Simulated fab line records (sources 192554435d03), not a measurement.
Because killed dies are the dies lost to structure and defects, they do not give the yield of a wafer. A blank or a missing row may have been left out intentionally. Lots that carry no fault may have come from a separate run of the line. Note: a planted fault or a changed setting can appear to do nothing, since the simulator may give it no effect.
Which of the tools did it? || flow n5 finfet || Sampling: 11 lots, 33 wafers, 4 of 1938 route steps

## WHAT THE GAUGES SHOWED, per wafer
N5_BEOL_M4_RC_MEAS_101. Usual: DIBL_N 36.3 mV/V, standard deviation 1; DIBL_P 36.2 mV/V, standard deviation 1.4; IOFF_N 0.157 nA/um, standard deviation 0.021; IOFF_P 0.206 nA/um, standard deviation 0.025; ION_N 673 uA/um, standard deviation 9; ION_P 461 uA/um, standard deviation 6.4; SS_N 71.5 mV/dec, standard deviation 0.5; SS_P 73.2 mV/dec, standard deviation 0.47; VT_N 249.9 mV, standard deviation 2.4; VT_P -250.6 mV, standard deviation 2.9.
{"lot": "L264", "measured": "day 8 05:33", "on": "prober-01", "DIBL_N (mV/V)": "35.3 37.3 34.9", "DIBL_P (mV/V)": "34.4 37.2 34.2", "IOFF_N (nA/um)": "0.136 0.170 0.129", "IOFF_P (nA/um)": "0.177 0.217 0.175", "ION_N (uA/um)": "671 682 668", "ION_P (uA/um)": "462 467 461", "SS_N (mV/dec)": "70.8 71.2 70.1", "SS_P (mV/dec)": "73.1 74.0 73.2", "VT_N (mV)": "250.8 248.2 250.4", "VT_P (mV)": "-251.1 -250.9 -252.8", "flag": ""}
{"lot": "L265", "measured": "day 8 10:10", "on": "prober-02", "DIBL_N (mV/V)": "36.3 35.5 37.9", "DIBL_P (mV/V)": "36.9 36.1 38.2", "IOFF_N (nA/um)": "0.150 0.134 0.171", "IOFF_P (nA/um)": "0.209 0.194 0.225", "ION_N (uA/um)": "659 657 669", "ION_P (uA/um)": "457 452 461", "SS_N (mV/dec)": "71.7 71.6 72.7", "SS_P (mV/dec)": "72.9 73.6 74.3", "VT_N (mV)": "252.3 255.2 250.0", "VT_P (mV)": "-251.1 -251.2 -252.0", "flag": ""}
{"lot": "L272", "measured": "day 9 19:16", "on": "prober-02", "DIBL_N (mV/V)": "35.4 36.5 36.2", "DIBL_P (mV/V)": "35.4 36.8 35.5", "IOFF_N (nA/um)": "0.140 0.175 0.159", "IOFF_P (nA/um)": "0.180 0.203 0.186", "ION_N (uA/um)": "663 685 661", "ION_P (uA/um)": "451 465 450", "SS_N (mV/dec)": "70.8 72.0 71.9", "SS_P (mV/dec)": "73.5 73.5 73.4", "VT_N (mV)": "252.7 246.5 250.9", "VT_P (mV)": "-250.7 -250.9 -254.0", "flag": ""}
{"lot": "L273", "measured": "day 9 23:08", "on": "prober-02", "DIBL_N (mV/V)": "35.7 37.5 35.7", "DIBL_P (mV/V)": "34.6 36.7 34.4", "IOFF_N (nA/um)": "0.132 0.153 0.135", "IOFF_P (nA/um)": "0.177 0.205 0.174", "ION_N (uA/um)": "668 664 659", "ION_P (uA/um)": "458 458 456", "SS_N (mV/dec)": "71.7 71.8 71.9", "SS_P (mV/dec)": "72.9 73.6 72.6", "VT_N (mV)": "250.7 251.9 251.5", "VT_P (mV)": "-251.9 -251.3 -251.5", "flag": ""}
{"lot": "L274", "measured": "day 10 18:02", "on": "prober-01", "DIBL_N (mV/V)": "36.5 35.9 35.5", "DIBL_P (mV/V)": "35.9 35.9 35.2", "IOFF_N (nA/um)": "0.161 0.152 0.155", "IOFF_P (nA/um)": "0.207 0.208 0.199", "ION_N (uA/um)": "675 670 674", "ION_P (uA/um)": "461 465 469", "SS_N (mV/dec)": "71.6 71.8 71.9", "SS_P (mV/dec)": "72.9 72.8 72.5", "VT_N (mV)": "248.3 250.5 249.1", "VT_P (mV)": "-252.3 -248.5 -248.3", "flag": ""}
{"lot": "L275", "measured": "day 10 21:08", "on": "prober-02", "DIBL_N (mV/V)": "37.0 37.3 37.2", "DIBL_P (mV/V)": "37.4 37.7 38.3", "IOFF_N (nA/um)": "0.161 0.164 0.170", "IOFF_P (nA/um)": "0.206 0.208 0.222", "ION_N (uA/um)": "671 668 687", "ION_P (uA/um)": "460 455 462", "SS_N (mV/dec)": "71.6 72.2 72.1", "SS_P (mV/dec)": "73.0 73.4 72.6", "VT_N (mV)": "253.7 250.5 247.8", "VT_P (mV)": "-251.2 -253.6 -251.6", "flag": ""}
{"lot": "L278", "measured": "day 11 23:32", "on": "prober-02", "DIBL_N (mV/V)": "35.6 37.0 36.3", "DIBL_P (mV/V)": "35.0 35.2 35.1", "IOFF_N (nA/um)": "0.139 0.150 0.145", "IOFF_P (nA/um)": "0.220 0.224 0.217", "ION_N (uA/um)": "666 671 661", "ION_P (uA/um)": "466 462 462", "SS_N (mV/dec)": "71.5 71.8 71.1", "SS_P (mV/dec)": "72.8 73.1 72.9", "VT_N (mV)": "251.5 250.7 251.4", "VT_P (mV)": "-247.1 -247.0 -247.4", "flag": ""}
{"lot": "L281", "measured": "day 12 07:06", "on": "prober-01", "DIBL_N (mV/V)": "37.3 37.6 36.7", "DIBL_P (mV/V)": "38.0 38.4 36.6", "IOFF_N (nA/um)": "0.173 0.181 0.157", "IOFF_P (nA/um)": "0.249 0.255 0.226", "ION_N (uA/um)": "690 685 674", "ION_P (uA/um)": "471 480 466", "SS_N (mV/dec)": "72.1 72.4 72.5", "SS_P (mV/dec)": "73.8 73.7 72.7", "VT_N (mV)": "249.4 245.4 247.9", "VT_P (mV)": "-244.6 -244.6 -248.5", "flag": ""}
{"lot": "L282", "measured": "day 12 17:07", "on": "prober-02", "DIBL_N (mV/V)": "37.5 35.4 35.9", "DIBL_P (mV/V)": "35.7 34.3 34.6", "IOFF_N (nA/um)": "0.148 0.120 0.132", "IOFF_P (nA/um)": "0.179 0.157 0.162", "ION_N (uA/um)": "665 667 660", "ION_P (uA/um)": "448 455 455", "SS_N (mV/dec)": "71.8 70.2 72.1", "SS_P (mV/dec)": "73.4 72.9 72.3", "VT_N (mV)": "251.7 252.6 252.5", "VT_P (mV)": "-255.2 -255.0 -255.7", "flag": ""}
{"lot": "L283", "measured": "day 12 23:17", "on": "prober-01", "DIBL_N (mV/V)": "35.8 34.6 35.3", "DIBL_P (mV/V)": "36.5 35.0 35.7", "IOFF_N (nA/um)": "0.162 0.136 0.152", "IOFF_P (nA/um)": "0.227 0.198 0.210", "ION_N (uA/um)": "680 670 677", "ION_P (uA/um)": "469 467 468", "SS_N (mV/dec)": "71.4 71.5 71.4", "SS_P (mV/dec)": "74.0 72.7 73.7", "VT_N (mV)": "245.4 251.9 251.6", "VT_P (mV)": "-247.4 -251.0 -245.4", "flag": ""}
{"lot": "L286", "measured": "day 13 18:34", "on": "prober-02", "DIBL_N (mV/V)": "36.6 37.6 36.7", "DIBL_P (mV/V)": "39.0 40.5 38.5", "IOFF_N (nA/um)": "0.183 0.208 0.187", "IOFF_P (nA/um)": "0.210 0.230 0.207", "ION_N (uA/um)": "688 697 686", "ION_P (uA/um)": "469 462 462", "SS_N (mV/dec)": "71.7 71.7 72.0", "SS_P (mV/dec)": "73.4 73.7 73.4", "VT_N (mV)": "246.7 247.3 246.2", "VT_P (mV)": "-247.7 -248.8 -249.5", "flag": ""}

## TOOL THAT RAN EACH LOT (tool first, then ch and the chambers of the sampled wafers, then the start)
{"lot": "L264", "N5_BEOL_M2_SPUTTER_48": "pvd sputter-03, day 7 04:56", "N5_BEOL_M2_ANNEAL_91": "pvd sputter-03, day 7 06:07", "N5_BEOL_M2_SPUTTER_92": "pvd sputter-03, day 7 06:16"}
{"lot": "L265", "N5_BEOL_M2_SPUTTER_48": "pvd sputter-02, day 7 08:20", "N5_BEOL_M2_ANNEAL_91": "pvd sputter-02, day 7 09:31", "N5_BEOL_M2_SPUTTER_92": "pvd sputter-02, day 7 09:39"}
{"lot": "L272", "N5_BEOL_M2_SPUTTER_48": "pvd sputter-02, day 9 01:39", "N5_BEOL_M2_ANNEAL_91": "pvd sputter-02, day 9 02:50", "N5_BEOL_M2_SPUTTER_92": "pvd sputter-02, day 9 02:58"}
{"lot": "L273", "N5_BEOL_M2_SPUTTER_48": "pvd sputter-01, day 9 01:56", "N5_BEOL_M2_ANNEAL_91": "pvd sputter-01, day 9 03:07", "N5_BEOL_M2_SPUTTER_92": "pvd sputter-01, day 9 03:15"}
{"lot": "L274", "N5_BEOL_M2_SPUTTER_48": "pvd sputter-01, day 9 12:28", "N5_BEOL_M2_ANNEAL_91": "pvd sputter-01, day 9 13:38", "N5_BEOL_M2_SPUTTER_92": "pvd sputter-01, day 9 13:47"}
{"lot": "L275", "N5_BEOL_M2_SPUTTER_48": "pvd sputter-01, day 9 14:32", "N5_BEOL_M2_ANNEAL_91": "pvd sputter-01, day 9 15:43", "N5_BEOL_M2_SPUTTER_92": "pvd sputter-01, day 9 15:52"}
{"lot": "L278", "N5_BEOL_M2_SPUTTER_48": "pvd sputter-01, day 10 21:50", "N5_BEOL_M2_ANNEAL_91": "pvd sputter-01, day 10 23:01", "N5_BEOL_M2_SPUTTER_92": "pvd sputter-01, day 10 23:09"}
{"lot": "L281", "N5_BEOL_M2_SPUTTER_48": "pvd sputter-01, day 11 08:41", "N5_BEOL_M2_ANNEAL_91": "pvd sputter-01, day 11 09:52", "N5_BEOL_M2_SPUTTER_92": "pvd sputter-01, day 11 10:01"}
{"lot": "L282", "N5_BEOL_M2_SPUTTER_48": "pvd sputter-01, day 11 17:07", "N5_BEOL_M2_ANNEAL_91": "pvd sputter-01, day 11 18:17", "N5_BEOL_M2_SPUTTER_92": "pvd sputter-01, day 11 18:26"}
{"lot": "L283", "N5_BEOL_M2_SPUTTER_48": "pvd sputter-02, day 11 19:37", "N5_BEOL_M2_ANNEAL_91": "pvd sputter-02, day 11 20:57", "N5_BEOL_M2_SPUTTER_92": "pvd sputter-02, day 11 21:06"}
{"lot": "L286", "N5_BEOL_M2_SPUTTER_48": "pvd sputter-03, day 12 16:23", "N5_BEOL_M2_ANNEAL_91": "pvd sputter-03, day 12 17:34", "N5_BEOL_M2_SPUTTER_92": "pvd sputter-03, day 12 17:43"}
- N5_BEOL_M2_SPUTTER_48: material Cu, target thk 4.5 nm, time 8.29 s.
- N5_BEOL_M2_ANNEAL_91: time 240 s.
- N5_BEOL_M2_SPUTTER_92: material Cu, target thk 4.5 nm, time 8.29 s.

## AS READ BY THE TOOLS THEMSELVES (means over the sampled wafers that have a number; for cases with no such wafer, the mark the record gives instead)
N5_BEOL_M2_SPUTTER_48. Usual: chamber pressure pa 0.06997 Pa, standard deviation 0.00014; chuck gas flow sccm 1.26 sccm, standard deviation 0.059; throttle valve pct 29.8 %, standard deviation 1.3.
{"lot": "L264", "tool": "pvd sputter-03", "chamber pressure pa (Pa)": 0.07004, "chuck gas flow sccm (sccm)": 1.23, "throttle valve pct (%)": 30.0, "flag": ""}
{"lot": "L265", "tool": "pvd sputter-02", "chamber pressure pa (Pa)": 0.06994, "chuck gas flow sccm (sccm)": 1.28, "throttle valve pct (%)": 29.3, "flag": ""}
{"lot": "L272", "tool": "pvd sputter-02", "chamber pressure pa (Pa)": 0.06979, "chuck gas flow sccm (sccm)": 1.26, "throttle valve pct (%)": 28.9, "flag": ""}
{"lot": "L273", "tool": "pvd sputter-01", "chamber pressure pa (Pa)": 0.06995, "chuck gas flow sccm (sccm)": 1.28, "throttle valve pct (%)": 30.2, "flag": ""}
{"lot": "L274", "tool": "pvd sputter-01", "chamber pressure pa (Pa)": 0.07002, "chuck gas flow sccm (sccm)": 1.26, "throttle valve pct (%)": 29.4, "flag": ""}
{"lot": "L275", "tool": "pvd sputter-01", "chamber pressure pa (Pa)": 0.06999, "chuck gas flow sccm (sccm)": 1.19, "throttle valve pct (%)": 30.0, "flag": ""}
{"lot": "L278", "tool": "pvd sputter-01", "chamber pressure pa (Pa)": 0.07001, "chuck gas flow sccm (sccm)": 1.21, "throttle valve pct (%)": 30.3, "flag": ""}
{"lot": "L281", "tool": "pvd sputter-01", "chamber pressure pa (Pa)": 0.06990, "chuck gas flow sccm (sccm)": 1.21, "throttle valve pct (%)": 29.3, "flag": ""}
{"lot": "L282", "tool": "pvd sputter-01", "chamber pressure pa (Pa)": 0.06982, "chuck gas flow sccm (sccm)": 1.21, "throttle valve pct (%)": 28.9, "flag": ""}
{"lot": "L283", "tool": "pvd sputter-02", "chamber pressure pa (Pa)": 0.06990, "chuck gas flow sccm (sccm)": 1.28, "throttle valve pct (%)": 29.1, "flag": ""}
{"lot": "L286", "tool": "pvd sputter-03", "chamber pressure pa (Pa)": 0.07006, "chuck gas flow sccm (sccm)": 1.21, "throttle valve pct (%)": 29.6, "flag": ""}

N5_BEOL_M2_ANNEAL_91. Usual: heater power w reads 851 W (standard deviation 85).
{"lot": "L264", "tool": "pvd sputter-03", "heater power w (W)": 820, "flag": ""}
{"lot": "L265", "tool": "pvd sputter-02", "heater power w (W)": 902, "flag": ""}
{"lot": "L272", "tool": "pvd sputter-02", "heater power w (W)": 900, "flag": ""}
{"lot": "L273", "tool": "pvd sputter-01", "heater power w (W)": 862, "flag": ""}
{"lot": "L274", "tool": "pvd sputter-01", "heater power w (W)": 826, "flag": ""}
{"lot": "L275", "tool": "pvd sputter-01", "heater power w (W)": 855, "flag": ""}
{"lot": "L278", "tool": "pvd sputter-01", "heater power w (W)": 884, "flag": ""}
{"lot": "L281", "tool": "pvd sputter-01", "heater power w (W)": 819, "flag": ""}
{"lot": "L282", "tool": "pvd sputter-01", "heater power w (W)": 793, "flag": ""}
{"lot": "L283", "tool": "pvd sputter-02", "heater power w (W)": 883, "flag": ""}
{"lot": "L286", "tool": "pvd sputter-03", "heater power w (W)": 873, "flag": ""}

N5_BEOL_M2_SPUTTER_92. Usual: chamber pressure pa 0.07001 Pa, standard deviation 0.00015; chuck gas flow sccm 1.27 sccm, standard deviation 0.055; throttle valve pct 29.8 %, standard deviation 1.3.
{"lot": "L264", "tool": "pvd sputter-03", "chamber pressure pa (Pa)": 0.06992, "chuck gas flow sccm (sccm)": 1.30, "throttle valve pct (%)": 30.1, "flag": ""}
{"lot": "L265", "tool": "pvd sputter-02", "chamber pressure pa (Pa)": 0.07002, "chuck gas flow sccm (sccm)": 1.29, "throttle valve pct (%)": 29.0, "flag": ""}
{"lot": "L272", "tool": "pvd sputter-02", "chamber pressure pa (Pa)": "-", "chuck gas flow sccm (sccm)": "-", "throttle valve pct (%)": "-", "flag": "OFF"}
{"lot": "L273", "tool": "pvd sputter-01", "chamber pressure pa (Pa)": "-", "chuck gas flow sccm (sccm)": "-", "throttle valve pct (%)": "-", "flag": "OFF"}
{"lot": "L274", "tool": "pvd sputter-01", "chamber pressure pa (Pa)": "-", "chuck gas flow sccm (sccm)": "-", "throttle valve pct (%)": "-", "flag": "OFF"}
{"lot": "L275", "tool": "pvd sputter-01", "chamber pressure pa (Pa)": 0.06999, "chuck gas flow sccm (sccm)": 1.26, "throttle valve pct (%)": 29.9, "flag": ""}
{"lot": "L278", "tool": "pvd sputter-01", "chamber pressure pa (Pa)": 0.07004, "chuck gas flow sccm (sccm)": 1.24, "throttle valve pct (%)": 30.3, "flag": ""}
{"lot": "L281", "tool": "pvd sputter-01", "chamber pressure pa (Pa)": 0.06995, "chuck gas flow sccm (sccm)": 1.23, "throttle valve pct (%)": 29.3, "flag": ""}
{"lot": "L282", "tool": "pvd sputter-01", "chamber pressure pa (Pa)": 0.07012, "chuck gas flow sccm (sccm)": 1.26, "throttle valve pct (%)": 28.9, "flag": ""}
{"lot": "L283", "tool": "pvd sputter-02", "chamber pressure pa (Pa)": 0.07009, "chuck gas flow sccm (sccm)": 1.31, "throttle valve pct (%)": 29.0, "flag": ""}
{"lot": "L286", "tool": "pvd sputter-03", "chamber pressure pa (Pa)": 0.07001, "chuck gas flow sccm (sccm)": 1.28, "throttle valve pct (%)": 29.6, "flag": ""}

## THE ANSWER, worked out from the rows above alone
Rule: take the mean of a lot's wafers that have a number; if it is more than 3 standard deviations from the usual mean, the lot is off. A lot without any number at a reading at which 4 lots or more have one is off too. The other lots that the step has rows for count as sound. The gauges are gone through in route order, then the tools' own readings, and for those a lot's mean is taken as printed above. At the first step where some lot is off, the reading lying furthest off is the one used; lots without a number count as furthest.
Off at N5_BEOL_M2_SPUTTER_92 (chamber pressure pa): L272, L273, L274. Without a number there: L272, L273, L274.
If a tool, at that step or one of the process steps before it, ran each lot that is off and ran no sound lot following the first of them, it fits. No candidate that was tried fits.

## WHAT HAD BEEN PUT IN BY THE SIMULATOR
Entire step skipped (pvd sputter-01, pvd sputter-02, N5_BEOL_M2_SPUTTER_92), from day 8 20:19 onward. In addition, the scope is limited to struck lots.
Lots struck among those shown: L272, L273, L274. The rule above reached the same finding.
